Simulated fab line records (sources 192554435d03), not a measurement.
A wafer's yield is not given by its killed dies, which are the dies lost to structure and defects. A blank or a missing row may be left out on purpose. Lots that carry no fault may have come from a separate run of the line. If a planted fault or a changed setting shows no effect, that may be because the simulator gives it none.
fab line records | flow n5_finfet
record lots=6 | wafers=18 | last_day=19
route steps=1938 shown MOL_CONTACT_COAG@587 BEOL_M4@1111 PASSIVATION@1936
lots that met no fault: from a run of the same line without faults
start_h: the number of hours between the record's first day and the start of the first shown wafer of the lot | wait_h: hours elapsed since this lot's preceding step | " unchanged from the row above | L1.1+2: a single row standing in for several wafers | - value missing, or start not given | * or withheld: withheld | < > ~ a bound
route shown NAME@n: NAME is a module with steps in the file, n the number in the route of the first one | usual: average and standard deviation across the fault-free wafers | same: alike in all rows | chamber/n: place in a boat | sites: the reading at each site | _std_site: standard deviation across them | _edge_site: mean of outer sites minus mean of inner sites | radius_mm: how far each site lies from the wafer's centre | mask NAME#n: copy n | behind: the tool/chamber that last shaped the wafer | hold: reason for holding the lot/hours on hold/outcome of the hold | device: which transistor (n, p or np) failed to switch | end of line: at the end of the route, the tests of the same wafers | a step given without rows: its recipe and nothing more | killed: dies lost to structure and defects at the first sort, not the wafer's yield | map: per-die view of a wafer (x killed, . not killed, _ where there is no die)
set.NAME: the setting the step ran with; set.NAME@STEP: the setting that earlier step ran with | model.NAME: the simulator's own value behind a step, which no gauge read
lots at selected steps of the route; one table per step, one row per wafer
services: from which hour (start_h, from the record's first day; less than 0 if before it) a tool's chamber was out of use, for how many hours, and why
## steps
# step N5_MOL_CONTACT_COAG_STRIP_96
# recipe chemistry=N2/H2 | power_w=500 | temp_c=40 | pressure_mtorr=50 | rf_frequency_hz=6e+07 | overash_fraction=0.3 | bias_power_w=28 | h2_frac=0.5 | n2_flow_sccm=300 | h2_flow_sccm=300
# usual bias_power_w=27.98/0.079 | drypump_motor_current_A=5.9/0.48 | oes_product_au=0.81/0.08 | rf_vpp_V=121.9/1.2 | showerhead_plenum_p_Torr=3.34/0.12 | throttle_valve_pct=18.9/0.35
lot.wafer | tool        | chamber | start_h | wait_h | bias_power_w | drypump_motor_current_A | oes_product_au | rf_hours_counter_h | rf_vpp_V | showerhead_plenum_p_Torr | throttle_valve_pct
L651.1    | rie_diel-01 | 2       | 126.60  | 0.0    | 27.95        | 5.4                     | 0.71           | 186                | 120.4    | 3.47                     | 19.0
L651.2    | "           | 0       | "       | "      | 27.87        | 6.2                     | 0.80           | 126                | 121.6    | 3.23                     | 18.7
L651.3    | "           | 3       | "       | "      | 28.01        | 5.1                     | 0.76           | 145                | 118.8    | 3.08                     | 18.3
L655.3    | rie_diel-01 | 1       | 139.42  | 0.0    | 27.85        | 6.4                     | 0.86           | 36                 | 121.2    | 3.31                     | 18.7
L655.4    | "           | 0       | "       | "      | 28.01        | 6.2                     | 0.79           | 131                | 121.0    | 3.23                     | 18.7
L655.5    | "           | 1       | "       | "      | 27.88        | 6.5                     | 0.87           | -                  | 122.4    | 3.31                     | 18.7
L656.2    | rie_diel-01 | 2       | 149.40  | 0.0    | 28.07        | 5.4                     | 0.71           | 194                | 123.2    | 3.47                     | 19.0
L656.5    | "           | 2       | "       | "      | 28.03        | 5.4                     | 0.71           | -                  | 121.9    | 3.47                     | 19.0
L656.6    | "           | 3       | "       | "      | 28.05        | 5.1                     | 0.76           | -                  | 119.5    | 3.08                     | 18.4
L666.3    | rie_diel-03 | 1       | 207.58  | 0.0    | 27.86        | 6.5                     | 0.85           | 51                 | 123.6    | 3.41                     | 18.7
L666.5    | "           | 0       | "       | "      | 28.01        | 6.0                     | 0.83           | -                  | 121.1    | 3.27                     | 19.5
L666.6    | "           | 3       | "       | "      | 28.03        | 5.6                     | 0.69           | -                  | 123.9    | 3.45                     | 19.5
L667.1    | rie_diel-03 | 0       | 214.80  | 0.0    | 27.97        | 6.0                     | 0.82           | 82                 | 122.2    | 3.27                     | 19.5
L667.3    | "           | 3       | "       | "      | 28.03        | 5.6                     | 0.69           | 247                | 120.8    | 3.45                     | 19.5
L667.5    | "           | 0       | "       | "      | 27.92        | 6.0                     | 0.83           | -                  | 123.8    | 3.27                     | 19.5
L671.2    | rie_diel-01 | 1       | 237.16  | 0.0    | 28.00        | 6.5                     | 0.82           | 67                 | 123.1    | 3.29                     | 18.7
L671.3    | "           | 0       | "       | "      | 28.11        | 6.2                     | 0.75           | 162                | 121.6    | 3.21                     | 18.7
L671.4    | "           | 3       | "       | "      | 28.07        | 5.1                     | 0.73           | -                  | 119.8    | 3.06                     | 18.4
# step N5_MOL_CONTACT_COAG_ETCH_47
# recipe chemistry=CH3F/O2 | target=SiNx | target_depth_a=270 | mask_material=SiO2 | stop_on=W | over_etch_frac=0.2 | ion_energy_ev=120 | endpoint=OES-CN | pressure_mtorr=30 | source_w=395 | bias_w=73 | Ar_flow_sccm=150 | CH3F_flow_sccm=30 | O2_flow_sccm=20 | ends=end_point
# usual O2_flow_sccm=20.00/0.055 | drypump_motor_current_A=5.9/0.48 | etch_rf_on_time_s=31.2/0.6 | oes_product_au=0.72/0.068 | rf_vpp_V=295/5.3 | showerhead_plenum_p_Torr=1.99/0.072 | throttle_valve_pct=16.33/0.25
lot.wafer | tool        | chamber | start_h | wait_h | O2_flow_sccm | drypump_motor_current_A | etch_rf_on_time_s | oes_product_au | rf_hours_counter_h | rf_vpp_V | showerhead_plenum_p_Torr | throttle_valve_pct
L651.1    | rie_diel-01 | 2       | 126.64  | 0.0    | 20.06        | 5.4                     | 31.3              | 0.65           | 186                | 304      | 2.07                     | 16.46
L651.2    | "           | 0       | "       | "      | 20.00        | 6.2                     | 31.6              | 0.70           | 126                | 288      | 1.92                     | 16.42
L651.3    | "           | 3       | "       | "      | 20.00        | 5.2                     | 31.1              | 0.70           | 145                | 297      | 1.83                     | 16.14
L655.3    | rie_diel-01 | 1       | 139.46  | 0.0    | 20.12        | 6.4                     | 30.5              | 0.76           | 36                 | 291      | 1.96                     | 15.92
L655.4    | "           | 0       | "       | "      | 19.97        | 6.2                     | 32.0              | 0.70           | 131                | 289      | 1.92                     | 16.43
L655.5    | "           | 1       | "       | "      | 20.05        | 6.5                     | 30.4              | 0.78           | -                  | 290      | 1.96                     | 15.93
L656.2    | rie_diel-01 | 2       | 149.44  | 0.0    | 19.95        | 5.4                     | 31.3              | 0.64           | 194                | 304      | 2.07                     | 16.48
L656.5    | "           | 2       | "       | "      | 19.94        | 5.4                     | 31.1              | 0.63           | -                  | 304      | 2.07                     | 16.49
L656.6    | "           | 3       | "       | "      | 20.02        | 5.1                     | 31.3              | 0.68           | -                  | 296      | 1.83                     | 16.16
L666.3    | rie_diel-03 | 1       | 207.62  | 0.0    | 20.00        | 6.4                     | 31.8              | 0.75           | 51                 | 292      | 2.03                     | 16.14
L666.5    | "           | 0       | "       | "      | 20.01        | 6.0                     | 31.5              | 0.72           | -                  | 296      | 1.94                     | 16.35
L666.6    | "           | 3       | "       | "      | 19.92        | 5.6                     | 31.1              | 0.62           | -                  | 306      | 2.06                     | 16.92
L667.1    | rie_diel-03 | 0       | 214.84  | 0.0    | 20.02        | 6.0                     | 31.6              | 0.73           | 82                 | 295      | 1.94                     | 16.37
L667.3    | "           | 3       | "       | "      | 20.03        | 5.6                     | 31.4              | 0.61           | 247                | 305      | 2.06                     | 16.93
L667.5    | "           | 0       | "       | "      | 19.99        | 6.0                     | 31.6              | 0.73           | -                  | 297      | 1.94                     | 16.38
L671.2    | rie_diel-01 | 1       | 237.20  | 0.0    | 19.96        | 6.5                     | 30.5              | 0.73           | 67                 | 290      | 1.95                     | 15.98
L671.3    | "           | 0       | "       | "      | 20.00        | 6.2                     | 32.0              | 0.67           | 162                | 287      | 1.91                     | 16.48
L671.4    | "           | 3       | "       | "      | 19.97        | 5.1                     | 31.9              | 0.66           | -                  | 295      | 1.82                     | 16.20
# step N5_MOL_CONTACT_COAG_STRIP_119
# recipe chemistry=N2/H2 | time_s=30 | power_w=1000 | temp_c=250 | pressure_mtorr=withheld | n2_flow_sccm=1750 | h2_flow_sccm=3250
# usual drypump_motor_current_A=6.0/0.31 | heater_power_w=336/30
lot.wafer | tool            | chamber | start_h | wait_h | drypump_motor_current_A | heater_power_w | rf_hours_counter_h
L651.1    | plasma_asher-02 | 0       | 126.72  | 0.1    | 5.8                     | 272            | 48
L651.2    | "               | 1       | "       | "      | 5.5                     | 352            | 48
L651.3    | "               | 1       | "       | "      | 5.5                     | 344            | -
L655.3    | plasma_asher-02 | 1       | 139.56  | 0.1    | 5.5                     | 347            | -
L655.4    | "               | 0       | "       | "      | 5.7                     | 278            | -
L655.5    | "               | 1       | "       | "      | 5.5                     | 345            | -
L656.2    | plasma_asher-01 | 1       | 149.52  | 0.1    | 6.4                     | 363            | 99
L656.5    | "               | 0       | "       | "      | 6.1                     | 336            | -
L656.6    | "               | 1       | "       | "      | 6.4                     | 368            | -
L666.3    | plasma_asher-01 | 1       | 207.72  | 0.1    | 6.3                     | 359            | -
L666.5    | "               | 0       | "       | "      | 6.1                     | 342            | -
L666.6    | "               | 1       | "       | "      | 6.3                     | 360            | -
L667.1    | plasma_asher-01 | 1       | 214.93  | 0.1    | 6.3                     | 357            | 114
L667.3    | "               | 0       | "       | "      | 6.1                     | 355            | -
L667.5    | "               | 0       | "       | "      | 6.1                     | 340            | -
L671.2    | plasma_asher-02 | 1       | 237.28  | 0.1    | 5.5                     | 347            | 69
L671.3    | "               | 0       | "       | "      | 5.7                     | 272            | -
L671.4    | "               | 1       | "       | "      | 5.6                     | 344            | -
# step N5_MOL_CONTACT_COAG_PRECLEAN_144
# recipe chemistry=alkaline_clean | temp_c=60 | time_s=60 | do_ppb=50
# step N5_MOL_CONTACT_COAG_SRD_145
# recipe dry=ipa_marangoni | time_s=30 | temp_c=23 | rinse_liquid=diw
# step N5_MOL_CONTACT_COAG_CD_MEAS_137
# recipe target_cd_nm=16
# usual cd_nm=16.1/0.35
lot.wafer | tool      | chamber | start_h | wait_h | cd_nm
L651.1    | cd_sem-02 | -       | 126.87  | 0.0    | 15.9
L651.2    | "         | -       | "       | "      | 15.3
L651.3    | "         | -       | "       | "      | 15.6
L655.3    | cd_sem-01 | -       | 139.69  | 0.0    | 16.2
L655.4    | "         | -       | "       | "      | 15.8
L655.5    | "         | -       | "       | "      | 16.2
L656.2    | cd_sem-02 | -       | 149.67  | 0.0    | 15.7
L656.5    | "         | -       | "       | "      | 16.0
L656.6    | "         | -       | "       | "      | 16.1
L666.3    | cd_sem-03 | -       | 207.85  | 0.0    | 16.0
L666.5    | "         | -       | "       | "      | 15.8
L666.6    | "         | -       | "       | "      | 15.7
L667.1    | cd_sem-02 | -       | 215.07  | 0.0    | 16.0
L667.3    | "         | -       | "       | "      | 15.9
L667.5    | "         | -       | "       | "      | 16.0
L671.2    | cd_sem-02 | -       | 237.43  | 0.0    | 16.2
L671.3    | "         | -       | "       | "      | 15.9
L671.4    | "         | -       | "       | "      | 16.7
# step N5_MOL_CONTACT_COAG_COAT_62
# recipe resist=SOC | temp_c=250 | time_s=60 | spin_rpm=1500 | resist_thk_nm=60
# step N5_MOL_CONTACT_COAG_COAT_63
# recipe resist=SiARC | temp_c=220 | time_s=60 | spin_rpm=1500 | resist_thk_nm=10
# step N5_MOL_CONTACT_COAG_COAT_64
# recipe resist=underlayer | temp_c=205 | time_s=60 | spin_rpm=1500 | resist_thk_nm=10
# step N5_MOL_CONTACT_COAG_COAT_34
# recipe resist=CAR-EUV | spin_rpm=1500 | resist_thk_nm=40
# step N5_MOL_CONTACT_COAG_EBR_36
# recipe solvent=PGMEA | ebr_width_mm=1.5
# step N5_MOL_CONTACT_COAG_SOFTBAKE_35
# recipe temp_c=110 | time_s=60 | resist=CAR-EUV
# step N5_MOL_CONTACT_COAG_EXPOSE_37
# recipe mask_id=VD | na=0.33 | source_shape=annular | sigma_inner=0.3 | sigma_outer=0.7 | polarization=unpolarized | defocus_nm=0 | dose_mj=62
# usual exposure_dose_mJ_cm2=61.98/0.076
lot.wafer | tool           | chamber | start_h | wait_h | mask | exposure_dose_mJ_cm2
L651.1    | euv_scanner-02 | 0       | 127.17  | -      | VD#0 | 62.02
L651.2    | "              | 0       | "       | "      | VD#0 | 61.95
L651.3    | "              | 0       | "       | "      | VD#0 | 62.02
L655.3    | euv_scanner-02 | 0       | 140.01  | -      | VD#0 | 63.42
L655.4    | "              | 0       | "       | "      | VD#0 | 63.36
L655.5    | "              | 0       | "       | "      | VD#0 | 63.37
L656.2    | euv_scanner-02 | 0       | 149.85  | -      | VD#0 | 63.09
L656.5    | "              | 0       | "       | "      | VD#0 | 63.08
L656.6    | "              | 0       | "       | "      | VD#0 | 63.07
L666.3    | euv_scanner-01 | 0       | 208.16  | -      | VD#0 | 61.88
L666.5    | "              | 0       | "       | "      | VD#0 | 61.92
L666.6    | "              | 0       | "       | "      | VD#0 | 61.96
L667.1    | euv_scanner-01 | 0       | 215.25  | -      | VD#0 | 61.94
L667.3    | "              | 0       | "       | "      | VD#0 | 61.89
L667.5    | "              | 0       | "       | "      | VD#0 | 61.90
L671.2    | euv_scanner-01 | 0       | 237.61  | -      | VD#0 | 61.89
L671.3    | "              | 0       | "       | "      | VD#0 | 61.85
L671.4    | "              | 0       | "       | "      | VD#0 | 61.83
# step N5_MOL_CONTACT_COAG_PEB_38
# recipe peb_temp_c=100 | peb_time_s=60 | resist=CAR-EUV
# step N5_BEOL_M4_RC_MEAS_101
# usual DIBL_N=36.0/1.7 | DIBL_P=36.2/1.9 | IOFF_N=0.154/0.028 | IOFF_P=0.21/0.036 | ION_N=675/11 | ION_P=463/8.3 | SS_N=71.4/0.63 | SS_P=73.2/0.55 | VT_N=250.2/3 | VT_P=-251/3.7
lot.wafer | tool      | chamber | start_h | wait_h | DIBL_N[mV/V] | DIBL_P[mV/V] | IOFF_N[nA/um] | IOFF_P[nA/um] | ION_N[uA/um] | ION_P[uA/um] | SS_N[mV/dec] | SS_P[mV/dec] | VT_N[mV] | VT_P[mV]
L651.1    | prober-02 | 0       | 243.98  | 0.0    | 35.0         | 34.9         | 0.137         | 0.19          | 668          | 458          | 70.6         | 73.7         | 249.0    | -252
L651.2    | "         | 0       | "       | "      | 37.1         | 36.2         | 0.167         | 0.22          | 678          | 463          | 71.9         | 73.6         | 248.0    | -249
L651.3    | "         | 0       | "       | "      | 36.0         | 34.9         | 0.140         | 0.19          | 665          | 451          | 70.7         | 72.7         | 251.1    | -251
L655.3    | prober-01 | 0       | 269.66  | 0.3    | 36.8         | 37.1         | 0.153         | 0.19          | 686          | 458          | 72.4         | 73.3         | 250.4    | -256
L655.4    | "         | 0       | "       | "      | 35.6         | 34.6         | 0.127         | 0.16          | 666          | 453          | 71.8         | 72.2         | 252.1    | -255
L655.5    | "         | 0       | "       | "      | 35.6         | 35.9         | 0.129         | 0.18          | 661          | 455          | 70.7         | 73.1         | 252.2    | -252
L656.2    | prober-01 | 0       | 276.47  | 0.2    | 35.3         | 37.1         | 0.151         | 0.21          | 679          | 471          | 70.7         | 73.5         | 249.1    | -248
L656.5    | "         | 0       | "       | "      | 36.5         | 38.7         | 0.174         | 0.23          | 673          | 462          | 71.1         | 74.4         | 246.9    | -250
L656.6    | "         | 0       | "       | "      | 35.8         | 37.8         | 0.161         | 0.22          | 690          | 473          | 71.5         | 73.3         | 249.3    | -248
L666.3    | prober-02 | 0       | 339.73  | 0.3    | 35.9         | 36.0         | 0.158         | 0.23          | 666          | 465          | 71.2         | 73.2         | 251.2    | -248
L666.5    | "         | 0       | "       | "      | 37.8         | 36.5         | 0.185         | 0.22          | 672          | 454          | 72.3         | 74.1         | 249.1    | -250
L666.6    | "         | 0       | "       | "      | 36.9         | 36.5         | 0.172         | 0.23          | 682          | 468          | 72.4         | 73.1         | 246.2    | -250
L667.1    | prober-01 | 0       | 339.84  | 0.0    | 37.6         | 37.2         | 0.167         | 0.23          | 667          | 467          | 71.5         | 73.9         | 250.3    | -249
L667.3    | "         | 0       | "       | "      | 35.0         | 34.2         | 0.129         | 0.19          | 669          | 456          | 70.8         | 72.8         | 252.8    | -248
L667.5    | "         | 0       | "       | "      | 35.9         | 36.0         | 0.144         | 0.21          | 660          | 460          | 71.6         | 73.5         | 253.2    | -248
L671.2    | prober-02 | 0       | 347.19  | 0.2    | 34.4         | 35.4         | 0.131         | 0.19          | 682          | 469          | 70.7         | 72.8         | 252.0    | -249
L671.3    | "         | 0       | "       | "      | 40.2         | 41.1         | 0.244         | 0.28          | 697          | 463          | 72.4         | 74.3         | 245.3    | -248
L671.4    | "         | 0       | "       | "      | 36.7         | 37.8         | 0.166         | 0.23          | 670          | 461          | 72.1         | 73.2         | 249.8    | -246
# step N5_PASSIVATION_PROBE_49
# usual defect_limited_yield=90.9/1.4 | killed_at_M0_to_M3=38/11 | killed_at_M4_up=13/5.9 | killed_at_contacts=14/6.4 | killed_at_front_end=38/11 | killed_at_other=3.3/2.5 | killed_dies=107/16 | killed_open=70/12 | killed_short=35/7.7 | sort_bin_4_leakage=0.00/0.007 | sort_bin_5_function=5.3/0.94 | sort_bin_6_memory=3.5/0.7 | sort_n_pass=1073/16 | sort_yield_pct=90.9/1.4
# same gross_dies=1180 | killed_at_back_side=0 | sort_bin_8_speed[%]=0
lot.wafer | tool      | chamber | start_h | wait_h | defect_limited_yield[%] | killed_at_M0_to_M3 | killed_at_M4_up | killed_at_contacts | killed_at_front_end | killed_at_other | killed_dies | killed_open | killed_short | sort_bin_4_leakage[%] | sort_bin_5_function[%] | sort_bin_6_memory[%] | sort_n_pass | sort_yield_pct[%]
L656.2    | prober-01 | -       | 395.17  | 0.1    | 90.6                    | 45                 | 13              | 9                  | 38                  | 6               | 111         | 78          | 31           | 0                     | 5.2                    | 3.6                  | 1069        | 90.6
L656.5    | prober-01 | -       | 395.32  | 0.2    | 91.2                    | 44                 | 14              | 11                 | 34                  | 1               | 104         | 70          | 33           | 0                     | 5.0                    | 3.6                  | 1076        | 91.2
L656.6    | prober-01 | -       | 395.37  | 0.3    | 90.0                    | 40                 | 12              | 23                 | 37                  | 6               | 118         | 75          | 41           | 0                     | 6.4                    | 3.2                  | 1062        | 90.0
# killed by level:class
L656.2 BEOL_M2:geometric_particle:open=17 MOL_CONTACT_COAG:geometric_particle:open=9 BEOL_M0_SAQP:geometric_particle:open=8 STI_FIN_REVEAL:geometric_particle:open=7 FIN_SAQP:geometric_particle:short=6 BEOL_M1:geometric_particle:open=5 FIN_SAQP:geometric_particle:open=4 STARTING-WAFER:geometric_particle:open=4
L656.5 BEOL_M3:geometric_particle:open=9 MOL_CONTACT_COAG:geometric_particle:open=9 BEOL_M2:geometric_particle:open=9 BEOL_M0_SAQP:geometric_particle:open=8 FIN_SAQP:geometric_particle:open=7 BEOL_M3:geometric_particle:short=7 GATE_CUT:geometric_particle:short=6 STI_FIN_REVEAL:geometric_particle:open=5
L656.6 MOL_CONTACT_COAG:geometric_particle:open=16 BEOL_M2:geometric_particle:open=12 BEOL_M3:geometric_particle:open=8 MOL_CONTACT_COAG:geometric_particle:short=7 BEOL_M0_SAQP:geometric_particle:open=6 BEOL_M0_SAQP:geometric_particle:short=5 STI_FIN_REVEAL:geometric_particle:open=4 DUMMY_GATE:geometric_particle:short=4
## services
tool            | chamber | start_h | hours | kind
euv_scanner-01  | -       | 107.84  | 5.8   | pm
euv_scanner-01  | -       | 115.13  | 0.2   | repair
euv_scanner-01  | 0       | 129.32  | -     | calibration
euv_scanner-02  | -       | 133.99  | 1.3   | repair
euv_scanner-02  | 0       | 150.80  | -     | calibration
euv_scanner-02  | -       | 154.17  | 1.0   | pm
rie_diel-03     | 2       | 157.49  | 2.7   | repair
euv_scanner-02  | -       | 166.19  | 0.2   | repair
euv_scanner-02  | -       | 172.86  | 5.8   | pm
euv_scanner-01  | -       | 186.34  | 19.1  | repair
euv_scanner-02  | -       | 212.66  | 4.6   | pm
euv_scanner-01  | -       | 224.25  | 4.6   | pm
rie_diel-03     | 3       | 227.88  | -     | clean
rie_diel-03     | 3       | 227.88  | -     | consumable_replace:focus_ring
rie_diel-03     | 3       | 227.88  | 18.7  | scheduled_down
rie_diel-03     | 3       | 227.88  | 18.7  | vent_cycle
plasma_asher-01 | -       | 237.16  | 0.8   | repair
## key
first_sign step=N5_MOL_CONTACT_COAG_EXPOSE_37 | reading=exposure_dose_mJ_cm2 | direction=up | sigmas=17 | usual=61.98 | struck=63.23
effect none on later readings
met_at N5_MOL_CONTACT_COAG_EXPOSE_37
struck_wafers L655.3,L655.4,L655.5,L656.2,L656.5,L656.6
loop_trim step=N5_MOL_CONTACT_COAG_EXPOSE_37 | setting=dose | lots=L656
onset_between 127.17 140.01
fault kind=process_parameter_drift | tool=euv_scanner-02 | chamber=- | onset_h=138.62 | steps=N5_MOL_CONTACT_COAG_EXPOSE_37 | channel=dose_mj | offset=1.3113 | shape=step | acts_in=these_recipes_only | stated=62
# loop_trim: a control loop set the setting to another value than it would have without faults
